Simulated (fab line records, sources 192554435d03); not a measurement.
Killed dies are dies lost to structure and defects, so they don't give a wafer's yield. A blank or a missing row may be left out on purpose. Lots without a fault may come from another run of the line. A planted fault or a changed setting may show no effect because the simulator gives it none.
fab line records | flow n5_finfet | part 1 of 2: steps 1 to 25 of 33
record lots=5 wafers=15 last_day=16
route steps=1938 shown WELL_APT@44 PMOS_HMC_CHANNEL_EPI@57
lots that met no fault: from a run of the same line without faults
start_h: hours from the record's first day to the start of the lot's first wafer shown | wait_h: hours since the lot's step before | " the same as in the row above | L1.1+2: a row that stands for several wafers | - no value, or no start given | * or withheld: withheld | < > ~ a bound
route shown NAME@n: a module of which the file shows steps, and the number in the route of the first | usual: mean/standard deviation of fault-free wafers | same: alike in all rows | chamber/n: place in a boat | sites: the reading at each site | _std_site: their standard deviation | _edge_site: outer sites' mean less inner sites' | radius_mm: how far each site lies from the wafer's centre | mask NAME#n: copy n | behind: the tool/chamber that last shaped the wafer | hold: why the lot was held/for how many hours/how that ended | device: the transistor (n, p or np) that didn't switch | end of line: the same wafers' tests at the end of the route | a step without rows: its recipe alone | killed: dies lost to structure and defects at the first sort, not the wafer's yield | map: a wafer's dies, x killed, . not, _ none there
set.NAME: the setting as run; set.NAME@STEP: as run at that earlier step | model.NAME: the simulator's own value behind a step, which no gauge read
lots at some steps of the route; a table a step, a row a wafer
services: from which hour (start_h, from the record's first day; less than 0 if before it) a tool's chamber was out of use, for how many hours, and why
## steps
# step N5_WELL_APT_OVL_MEAS_26
# recipe points_per_wafer=44
# usual PWELL_OVL=1/6.7
# columns lot.wafer tool chamber start_h wait_h PWELL_OVL[nm]
L077.1 overlay-02 0 32.99 0.0 4
L077.2 " 0 " " -3
L077.3 " 0 " " 1
L082.2 overlay-02 0 63.75 0.0 -12
L082.4 " 0 " " -15
L082.6 " 0 " " -10
L086.1 overlay-02 0 86.75 0.0 5
L086.2 " 0 " " -2
L086.6 " 0 " " -4
L089.1 overlay-02 0 104.95 0.0 -6
L089.4 " 0 " " -2
L089.5 " 0 " " 1
L093.2 overlay-02 0 129.02 0.0 4
L093.5 " 0 " " -2
L093.6 " 0 " " 3
# step N5_WELL_APT_INSPECT_27
# recipe mode=adi inspect_instrument=macro
# usual raw_defect_count=1.9/1.3
# columns lot.wafer tool chamber start_h wait_h raw_defect_count
L077.1 defect_inspect-02 - 33.02 0.0 5
L077.2 " - " " 2
L077.3 " - " " 1
L082.2 defect_inspect-02 - 63.77 0.0 2
L082.4 " - " " 0
L082.6 " - " " 3
L086.1 defect_inspect-02 - 86.77 0.0 3
L086.2 " - " " 2
L086.6 " - " " 0
L089.1 defect_inspect-02 - 104.97 0.0 4
L089.4 " - " " 1
L089.5 " - " " 1
L093.2 defect_inspect-01 - 129.05 0.0 0
L093.5 " - " " 2
L093.6 " - " " 3
# step N5_WELL_APT_DESCUM_30
# recipe chemistry=O2 time_s=7.9 source_power_w=50 bias_power_w=20 pressure_mtorr=20 rf_frequency_hz=2.712e+07 temp_c=40 o2_flow_sccm=225
# usual bias_power_w=19.99/0.063 drypump_motor_current_A=5.7/0.49 oes_product_au=0.76/0.066 rf_vpp_V=242.8/0.92 showerhead_plenum_p_Torr=2.075/0.027 throttle_valve_pct=20.47/0.25
# columns lot.wafer tool chamber start_h wait_h bias_power_w drypump_motor_current_A oes_product_au rf_hours_counter_h rf_vpp_V showerhead_plenum_p_Torr throttle_valve_pct
L077.1 rie_diel-05 3 33.08 0.1 20.03 5.8 0.75 159 244.5 2.089 20.79
L077.2 " 0 " " 20.03 5.1 0.71 185 241.8 2.092 20.37
L077.3 " 1 " " 20.08 6.0 0.74 201 242.3 2.076 20.43
L082.2 rie_diel-01 0 63.81 0.0 19.95 6.5 0.99 2 242.9 2.060 19.96
L082.4 " 2 " " 19.95 5.7 0.69 221 243.4 2.066 20.79
L082.6 " 2 " " 20.01 5.7 0.70 - 241.0 2.066 20.80
L086.1 rie_diel-02 1 86.93 0.2 20.06 6.1 0.75 131 243.8 2.106 20.21
L086.2 " 3 " " 20.03 6.0 0.80 86 245.1 2.116 20.28
L086.6 " 2 " " 20.01 6.0 0.76 - 242.5 2.088 20.75
L089.1 rie_diel-05 0 105.24 0.3 19.97 5.1 0.70 211 242.7 2.083 20.42
L089.4 " 3 " " 20.01 5.7 0.73 187 242.7 2.080 20.81
L089.5 " 2 " " 20.01 5.1 0.75 - 241.5 2.005 20.46
L093.2 rie_diel-01 0 129.14 0.1 20.15 6.5 0.90 28 242.4 2.051 20.00
L093.5 " 0 " " 20.05 6.5 0.90 - 243.0 2.052 20.00
L093.6 " 2 " " 19.97 5.7 0.68 - 243.0 2.056 20.82
# step N5_WELL_APT_IMPLANT_31
# recipe species=B energy_kev=60 dose_cm2=1.5e+13 tilt_deg=0 rotation_deg=0
# usual dose_ions_cm2=1.4999e+13/1.8e+10
# columns lot.wafer tool chamber start_h wait_h dose_ions_cm2
L077.1 implanter-01 0 33.18 0.1 1.5007e+13
L077.2 " 0 " " 1.4987e+13
L077.3 " 0 " " 1.4988e+13
L082.2 implanter-01 0 63.94 0.1 1.5006e+13
L082.4 " 0 " " 1.5018e+13
L082.6 " 0 " " 1.5e+13
L086.1 implanter-01 0 87.03 0.1 1.5012e+13
L086.2 " 0 " " 1.5002e+13
L086.6 " 0 " " 1.4986e+13
L089.1 implanter-02 0 105.34 0.1 1.4982e+13
L089.4 " 0 " " 1.4991e+13
L089.5 " 0 " " 1.4965e+13
L093.2 implanter-02 0 129.27 0.1 1.4991e+13
L093.5 " 0 " " 1.5008e+13
L093.6 " 0 " " 1.4988e+13
# step N5_WELL_APT_IMPLANT_32
# recipe species=BF2 energy_kev=50 dose_cm2=2e+13 tilt_deg=0 rotation_deg=0
# usual dose_ions_cm2=2.0001e+13/2.2e+10
# columns lot.wafer tool chamber start_h wait_h dose_ions_cm2
L077.1 implanter-01 0 33.36 0.1 2.0003e+13
L077.2 " 0 " " 1.9987e+13
L077.3 " 0 " " 1.9989e+13
L082.2 implanter-01 0 64.12 0.1 2.0011e+13
L082.4 " 0 " " 1.9983e+13
L082.6 " 0 " " 1.9998e+13
L086.1 implanter-01 0 87.21 0.1 1.9993e+13
L086.2 " 0 " " 1.9994e+13
L086.6 " 0 " " 2.0011e+13
L089.1 implanter-02 0 105.52 0.1 1.998e+13
L089.4 " 0 " " 1.9989e+13
L089.5 " 0 " " 1.9978e+13
L093.2 implanter-02 0 129.45 0.1 2.0004e+13
L093.5 " 0 " " 1.9973e+13
L093.6 " 0 " " 2e+13
# step N5_WELL_APT_STRIP_33
# recipe chemistry=SPM time_s=900 temp_c=130 h2so4_h2o2_vol_ratio=4 dry=ipa_marangoni
# columns lot.wafer tool chamber start_h wait_h
L077.1+2+3 wet_bench-04 4,5,2 33.57 0.2
L082.2+4+6 wet_bench-04 0,5,4 64.29 0.1
L086.1+2+6 wet_bench-06 2,6,5 87.42 0.2
L089.1+4+5 wet_bench-04 2,4,7 105.73 0.2
L093.2+5+6 wet_bench-04 6,3,0 129.63 0.1
# step N5_WELL_APT_RTA_34
# recipe temp_c=1000 time_s=10 ambient=N2 idle_temp_c=600 ramp_up_c_per_s=150 ramp_down_c_per_s=60 cool_to_c=600
# usual lamp_power_pct=13.00/0.047 wafer_temp_C_max=1003.6/1.2
# columns lot.wafer tool chamber start_h wait_h lamp_power_pct wafer_temp_C_max
L077.1 rtp_anneal-01 0 33.85 0.0 13.07 1002.0
L077.2 " 0 " " 12.91 1002.8
L077.3 " 0 " " 13.05 1002.5
L082.2 rtp_anneal-02 0 64.59 0.0 12.95 1004.5
L082.4 " 0 " " 12.94 1003.6
L082.6 " 0 " " 12.92 1002.8
L086.1 rtp_anneal-02 0 87.70 0.0 13.00 1003.9
L086.2 " 0 " " 13.04 1004.7
L086.6 " 0 " " 12.98 1005.5
L089.1 rtp_anneal-01 0 106.01 0.0 13.03 1003.0
L089.4 " 0 " " 12.94 1002.3
L089.5 " 0 " " 13.02 1002.8
L093.2 rtp_anneal-01 0 130.72 0.8 13.02 1005.4
L093.5 " 0 " " 12.98 1003.8
L093.6 " 0 " " 12.99 1002.4
# step N5_WELL_APT_OXIDE_STRIP_42
# recipe chemistry=dHF dilution=25:1 time_s=45 temp_c=25 target=SiO2 target_depth_a=120
# columns lot.wafer tool chamber start_h wait_h
L077.1+2+3 wet_bench-06 6,5,7 33.99 0.1
L082.2+4+6 wet_bench-04 3,5,1 64.71 0.1
L086.1+2+6 wet_bench-03 1,2,0 87.85 0.1
L089.1+4+5 wet_bench-06 5,4,2 106.15 0.1
L093.2+5+6 wet_bench-06 3,6,2 130.85 0.1
# step N5_WELL_APT_PRECLEAN_36
# recipe chemistry=O3/DIW time_s=45 temp_c=22 o3_ppm=10
# columns lot.wafer tool chamber start_h wait_h
L077.1+2+3 wet_bench-06 6,5,7 34.01 0.0
L082.2+4+6 wet_bench-04 3,5,1 64.73 0.0
L086.1+2+6 wet_bench-03 1,2,0 87.86 0.0
L089.1+4+5 wet_bench-06 5,4,2 106.17 0.0
L093.2+5+6 wet_bench-06 3,6,2 130.86 0.0
# step N5_WELL_APT_PRECLEAN_39
# recipe chemistry=dHF time_s=60 dilution=150:1 temp_c=25
# columns lot.wafer tool chamber start_h wait_h
L077.1+2+3 wet_bench-06 6,5,7 34.02 0.0
L082.2+4+6 wet_bench-04 3,5,1 64.74 0.0
L086.1+2+6 wet_bench-03 1,2,0 87.87 0.0
L089.1+4+5 wet_bench-06 5,4,2 106.18 0.0
L093.2+5+6 wet_bench-06 3,6,2 130.87 0.0
# step N5_WELL_APT_SRD_37
# recipe dry=ipa_marangoni do_ppb=5 time_s=30 temp_c=23 rinse_liquid=diw
# columns lot.wafer tool chamber start_h wait_h
L077.1+2+3 wet_bench-06 6,5,7 34.04 0.0
L082.2+4+6 wet_bench-04 3,5,1 64.76 0.0
L086.1+2+6 wet_bench-03 1,2,0 87.89 0.0
L089.1+4+5 wet_bench-06 5,4,2 106.20 0.0
L093.2+5+6 wet_bench-06 3,6,2 130.89 0.0
# step N5_WELL_APT_EPI_41
# recipe material=Si target_thk_a=500 temp_c=650 precursor=SiH4/H2 pressure_torr=20 time_s=297.7
# usual throttle_valve_pct=11.4/0.32
# columns lot.wafer tool chamber start_h wait_h throttle_valve_pct
L077.1 epi_rpcvd-02 0 34.08 0.0 11.8
L077.2 " 0 " " 11.6
L077.3 " 0 " " 11.6
L082.2 epi_rpcvd-01 0 64.94 0.2 11.0
L082.4 " 0 " " 11.1
L082.6 " 0 " " 11.3
L086.1 epi_rpcvd-01 0 87.94 0.0 11.0
L086.2 " 0 " " 11.1
L086.6 " 0 " " 11.3
L089.1 epi_rpcvd-03 0 106.24 0.0 11.8
L089.4 " 0 " " 11.8
L089.5 " 0 " " 11.3
L093.2 epi_rpcvd-02 0 131.07 0.2 12.1
L093.5 " 0 " " 12.0
L093.6 " 0 " " 11.8
# step N5_WELL_APT_INSPECT_38
# recipe inspect_instrument=darkfield mode=post_epi
# usual raw_defect_count=14/5.2
# columns lot.wafer tool chamber start_h wait_h raw_defect_count
L077.1 defect_inspect-02 - 34.92 0.7 7
L077.2 " - " " 7
L077.3 " - " " 11
L082.2 defect_inspect-01 - 65.64 0.6 15
L082.4 " - " " 15
L082.6 " - " " 19
L086.1 defect_inspect-01 - 89.04 0.9 22
L086.2 " - " " 7
L086.6 " - " " 8
L089.1 defect_inspect-02 - 106.88 0.5 14
L089.4 " - " " 10
L089.5 " - " " 24
L093.2 defect_inspect-01 - 131.77 0.6 16
L093.5 " - " " 9
L093.6 " - " " 24
# step N5_PMOS_HMC_CHANNEL_EPI_HM_DEP_34
# recipe material=SiO2 target_thk_a=360 temp_c=400 precursor=TEOS/O2 pressure_torr=6.5 rf_w=900 teos_flow_sccm=161.4 gas=O2 flow_sccm=2650 time_s=6.9
# usual heater_power_w=561/88 showerhead_plenum_p_Torr=8.35/0.037 throttle_valve_pct=18.3/0.99
# columns lot.wafer tool chamber start_h wait_h heater_power_w showerhead_plenum_p_Torr throttle_valve_pct
L077.1 pecvd-01 1 34.96 0.0 535 8.30 18.2
L077.2 " 0 " " 652 8.30 19.5
L077.3 " 2 " " 597 8.37 18.0
L082.2 pecvd-03 0 65.68 0.0 486 8.35 18.0
L082.4 " 1 " " 662 8.39 18.6
L082.6 " 0 " " 497 8.37 17.7
L086.1 pecvd-02 2 89.08 0.0 625 8.29 19.1
L086.2 " 0 " " 464 8.34 18.4
L086.6 " 1 " " 565 8.35 19.3
L089.1 pecvd-01 1 106.92 0.0 435 8.32 18.1
L089.4 " 2 " " 515 8.36 18.0
L089.5 " 0 " " 598 8.33 20.3
L093.2 pecvd-01 1 131.81 0.0 462 8.29 18.2
L093.5 " 0 " " 638 8.31 20.1
L093.6 " 2 " " 499 8.35 18.1
# step N5_PMOS_HMC_CHANNEL_EPI_COAT_31
# recipe resist=BARC temp_c=205 time_s=60 spin_rpm=1500 resist_thk_nm=66
# columns lot.wafer tool chamber start_h wait_h
L077.1+2+3 litho_track-04 0 35.01 0.0
L082.2+4+6 litho_track-01 0 65.75 0.1
L086.1+2+6 litho_track-01 0 89.14 0.0
L089.1+4+5 litho_track-04 0 106.97 0.0
L093.2+5+6 litho_track-04 0 131.87 0.0
# step N5_PMOS_HMC_CHANNEL_EPI_COAT_03
# recipe resist=CAR-ArF-block spin_rpm=1500 resist_thk_nm=205
# columns lot.wafer tool chamber start_h wait_h
L077.1+2+3 litho_track-04 0 - -
L082.2+4+6 litho_track-01 0 - -
L086.1+2+6 litho_track-01 0 - -
L089.1+4+5 litho_track-04 0 - -
L093.2+5+6 litho_track-04 0 - -
# step N5_PMOS_HMC_CHANNEL_EPI_EBR_05
# recipe solvent=PGMEA ebr_width_mm=1.5
# columns lot.wafer tool chamber start_h wait_h
L077.1+2+3 litho_track-04 0 - -
L082.2+4+6 litho_track-01 0 - -
L086.1+2+6 litho_track-01 0 - -
L089.1+4+5 litho_track-04 0 - -
L093.2+5+6 litho_track-04 0 - -
# step N5_PMOS_HMC_CHANNEL_EPI_SOFTBAKE_04
# recipe temp_c=110 time_s=60 resist=CAR-ArF-block
# columns lot.wafer tool chamber start_h wait_h
L077.1+2+3 litho_track-04 0 - -
L082.2+4+6 litho_track-01 0 - -
L086.1+2+6 litho_track-01 0 - -
L089.1+4+5 litho_track-04 0 - -
L093.2+5+6 litho_track-04 0 - -
# step N5_PMOS_HMC_CHANNEL_EPI_EXPOSE_06
# recipe mask_id=PMOS_HMC_BLK na=1.35 source_shape=conventional sigma_outer=0.8 polarization=unpolarized target_cd_nm=240 dose_mj=41
# usual exposure_dose_mJ_cm2=40.98/0.048
# columns lot.wafer tool chamber start_h wait_h mask exposure_dose_mJ_cm2
L077.1 arfi_scanner-01 0 35.11 - PMOS_HMC_BLK#0 41.07
L077.2 " 0 " " PMOS_HMC_BLK#0 40.98
L077.3 " 0 " " PMOS_HMC_BLK#0 41.05
L082.2 arfi_scanner-01 0 65.85 - PMOS_HMC_BLK#0 41.00
L082.4 " 0 " " PMOS_HMC_BLK#0 41.00
L082.6 " 0 " " PMOS_HMC_BLK#0 40.94
L086.1 arfi_scanner-02 0 89.36 - PMOS_HMC_BLK#0 41.01
L086.2 " 0 " " PMOS_HMC_BLK#0 41.03
L086.6 " 0 " " PMOS_HMC_BLK#0 41.03
L089.1 arfi_scanner-03 0 107.20 - PMOS_HMC_BLK#0 41.03
L089.4 " 0 " " PMOS_HMC_BLK#0 40.97
L089.5 " 0 " " PMOS_HMC_BLK#0 41.07
L093.2 arfi_scanner-02 0 131.97 - PMOS_HMC_BLK#0 40.96
L093.5 " 0 " " PMOS_HMC_BLK#0 40.94
L093.6 " 0 " " PMOS_HMC_BLK#0 40.98
# step N5_PMOS_HMC_CHANNEL_EPI_PEB_07
# recipe peb_temp_c=110 peb_time_s=60 resist=CAR-ArF-block
# columns lot.wafer tool chamber start_h wait_h
L077.1+2+3 litho_track-02 0 35.17 0.1
L082.2+4+6 litho_track-04 0 65.91 0.0
L086.1+2+6 litho_track-01 0 89.42 0.1
L089.1+4+5 litho_track-02 0 107.25 0.1
L093.2+5+6 litho_track-02 0 132.02 0.0
# step N5_PMOS_HMC_CHANNEL_EPI_DEVELOP_08
# recipe develop_time_s=30 developer=TMAH resist=CAR-ArF-block dev_temp_c=23 rinse_liquid=diw dry=air_spin
# columns lot.wafer tool chamber start_h wait_h
L077.1+2+3 litho_track-02 0 - -
L082.2+4+6 litho_track-04 0 - -
L086.1+2+6 litho_track-01 0 - -
L089.1+4+5 litho_track-02 0 - -
L093.2+5+6 litho_track-02 0 - -
# step N5_PMOS_HMC_CHANNEL_EPI_CD_MEAS_09
# recipe target_cd_nm=237.4 landing_energy_ev=500 detector=se_inlens
# usual cd_nm=237.6/0.77
# same landing_energy_ev=500
# columns lot.wafer tool chamber start_h wait_h cd_nm
L077.1 cd_sem-02 0 35.24 - 237.2
L077.2 " 0 " " 237.9
L077.3 " 0 " " 237.3
L082.2 cd_sem-03 0 65.97 - 238.3
L082.4 " 0 " " 238.2
L082.6 " 0 " " 239.8
L086.1 cd_sem-02 0 89.48 - 236.3
L086.2 " 0 " " 237.4
L086.6 " 0 " " 238.2
L089.1 cd_sem-03 0 107.32 - 238.7
L089.4 " 0 " " 237.5
L089.5 " 0 " " 237.6
L093.2 cd_sem-02 0 132.09 - 236.9
L093.5 " 0 " " 237.1
L093.6 " 0 " " 237.8
# step N5_PMOS_HMC_CHANNEL_EPI_OVL_MEAS_10
# recipe points_per_wafer=44
# usual PMOS_HMC_BLK_OVL=0.2/0.79
# columns lot.wafer tool chamber start_h wait_h PMOS_HMC_BLK_OVL[nm]
L077.1 overlay-02 0 35.27 0.0 -0.5
L077.2 " 0 " " -0.5
L077.3 " 0 " " -1.1
L082.2 overlay-01 0 66.00 0.0 -0.1
L082.4 " 0 " " 0.3
L082.6 " 0 " " 0.4
L086.1 overlay-02 0 89.51 0.0 -0.6
L086.2 " 0 " " -0.2
L086.6 " 0 " " 0.9
L089.1 overlay-02 0 107.35 0.0 -0.5
L089.4 " 0 " " -0.3
L089.5 " 0 " " -0.2
L093.2 overlay-01 0 132.12 0.0 -0.4
L093.5 " 0 " " -1.1
L093.6 " 0 " " 0.2
# step N5_PMOS_HMC_CHANNEL_EPI_INSPECT_11
# recipe mode=adi inspect_instrument=macro
# usual raw_defect_count=2.1/1.7
# columns lot.wafer tool chamber start_h wait_h raw_defect_count
L077.1 defect_inspect-02 - 35.29 0.0 3
L077.2 " - " " 5
L077.3 " - " " 1
L082.2 defect_inspect-01 - 66.03 0.0 0
L082.4 " - " " 4
L082.6 " - " " 2
L086.1 defect_inspect-01 - 89.54 0.0 4
L086.2 " - " " 3
L086.6 " - " " 4
L089.1 defect_inspect-02 - 107.37 0.0 2
L089.4 " - " " 6
L089.5 " - " " 2
L093.2 defect_inspect-01 - 132.15 0.0 1
L093.5 " - " " 1
L093.6 " - " " 1
# step N5_PMOS_HMC_CHANNEL_EPI_DESCUM_14
# recipe chemistry=O2 time_s=7.9 source_power_w=50 bias_power_w=20 pressure_mtorr=20 rf_frequency_hz=2.712e+07 temp_c=40 resist=CAR-ArF-block o2_flow_sccm=225
# usual bias_power_w=20.00/0.061 drypump_motor_current_A=5.8/0.34 oes_product_au=0.77/0.088 rf_vpp_V=243.5/1.1 showerhead_plenum_p_Torr=2.11/0.052 throttle_valve_pct=20.49/0.28
# columns lot.wafer tool chamber start_h wait_h bias_power_w drypump_motor_current_A oes_product_au rf_hours_counter_h rf_vpp_V showerhead_plenum_p_Torr throttle_valve_pct
L077.1 rie_diel-04 3 35.32 0.0 19.98 5.4 0.84 73 243.3 2.12 20.32
L077.2 " 2 " " 19.92 5.6 0.86 57 242.1 2.03 20.32
L077.3 " 0 " " 20.09 6.3 0.69 209 242.0 2.07 20.82
L082.2 rie_diel-03 1 66.06 0.0 20.03 6.1 0.77 133 245.0 2.19 20.79
L082.4 " 1 " " 20.03 6.1 0.77 - 245.3 2.19 20.78
L082.6 " 2 " " 20.07 6.3 0.69 - 242.5 2.07 20.52
L086.1 rie_diel-06 2 89.85 0.3 20.01 5.2 0.87 49 245.0 2.13 20.56
L086.2 " 3 " " 20.00 5.8 0.66 244 245.2 2.15 20.33
L086.6 " 0 " " 20.00 5.7 0.71 - 242.6 2.17 20.46
L089.1 rie_diel-06 3 107.66 0.3 20.00 5.8 0.66 250 245.6 2.14 20.34
L089.4 " 1 " " 20.05 5.9 0.71 204 242.9 2.08 20.93
L089.5 " 1 " " 19.98 5.9 0.71 - 242.3 2.08 20.93
L093.2 rie_diel-06 0 132.37 0.2 19.90 5.7 0.70 212 244.0 2.17 20.49
L093.5 " 2 " " 20.08 5.2 0.84 - 242.7 2.12 20.60
L093.6 " 0 " " 19.98 5.8 0.70 - 245.2 2.17 20.49
